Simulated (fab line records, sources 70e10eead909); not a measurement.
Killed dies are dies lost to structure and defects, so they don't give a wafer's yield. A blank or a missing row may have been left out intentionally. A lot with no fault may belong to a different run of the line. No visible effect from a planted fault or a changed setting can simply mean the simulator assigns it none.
Problem report, 8D (eight disciplines) form, completed by code    flow nandHarc    the parts of the form that need people (team, actions taken, sign-off) are left out

== 1. THE ISSUE ==
heaterPowerTotalW at NHARC_A_SLIT_SOFTBAKE_04 reads a mean of 157.82 W on 6 wafers of 2 lots; wafers without a fault read 188.45 W with a standard deviation of 0.14. That is -99 or more standard deviations from the usual mean.
The step: time 55 s.
First seen on wafer L785.2, day 18 11:00, on lithoTrack-01. The record holds 36 wafers of 12 lots with a number at this step. Rule for "out" (also "out of limits"): further than 4 standard deviations from the usual mean. All remaining wafers that have a number are taken as sound.

== 2. WHAT THIS IS AND IS NOT ==
question                     is                      is not
which readings at this step  heaterPowerTotalW       -
which lots                   L785, L787              L768, L769, L771, L772, L773, L775, L778, L782, L790, L791
which wafers of those lots   all that have a number  -
read on which tools          lithoTrack-01           lithoTrack-04, lithoTrack-06
when                         from day 18 11:00       up to then (24 sound wafers); but 6 sound wafers of L790, L791 came after

== 3. WHAT RULES OUT EACH SUSPECT ==
Counting: any tool at a process step up to the reading is kept as a suspect provided that every lot that is out went through it and no sound lot did after the first of them.
- lithoTrack-01 at NHARC_A_SLIT_SOFTBAKE_04 (time 55 s): kept. All lots that are out passed through it, beginning with L785 at day 18 11:00, and no sound lot followed; its final sound lot before that point was L782 at day 17 16:00. On those wafers its own readings are out: heaterPowerTotalW.
Remaining after the count: lithoTrack-01 at NHARC_A_SLIT_SOFTBAKE_04.

== 4. THE CAUSE (what the simulator had put in) ==
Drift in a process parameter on lithoTrack-01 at NHARC_A_SLIT_SOFTBAKE_04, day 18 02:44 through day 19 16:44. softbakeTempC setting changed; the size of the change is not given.
Only this tool survived the counting.

== 5. THE EFFECT CHAIN, in route order ==
One row per reading whose mean, taken over the struck wafers that have a number, lies over 3 standard deviations from the usual. Only readings for which the record gives a usual standard deviation are gone through. hours: the time from each lot's start at the first step in this table that gives one to its start at this step, as a median over the lots. sigmas: the change in usual standard deviations.
hours  step                      reading            usual     on struck wafers  change  sigmas
0      NHARC_A_SLIT_SOFTBAKE_04  heaterPowerTotalW  188.45 W  157.82            -30.62  -99 or more
The process steps in it:
- NHARC_A_SLIT_SOFTBAKE_04: time 55 s.
Later measuring or inspecting steps at which every struck wafer that the step has a row for has a number for every such reading, and none has moved that far: NHARC_END_SORT_01.

== 6. WHAT WOULD HAVE CAUGHT IT SOONER ==
In this record no reading fell out of limits until day 18 11:00, 8 hours after the fault had begun at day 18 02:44.
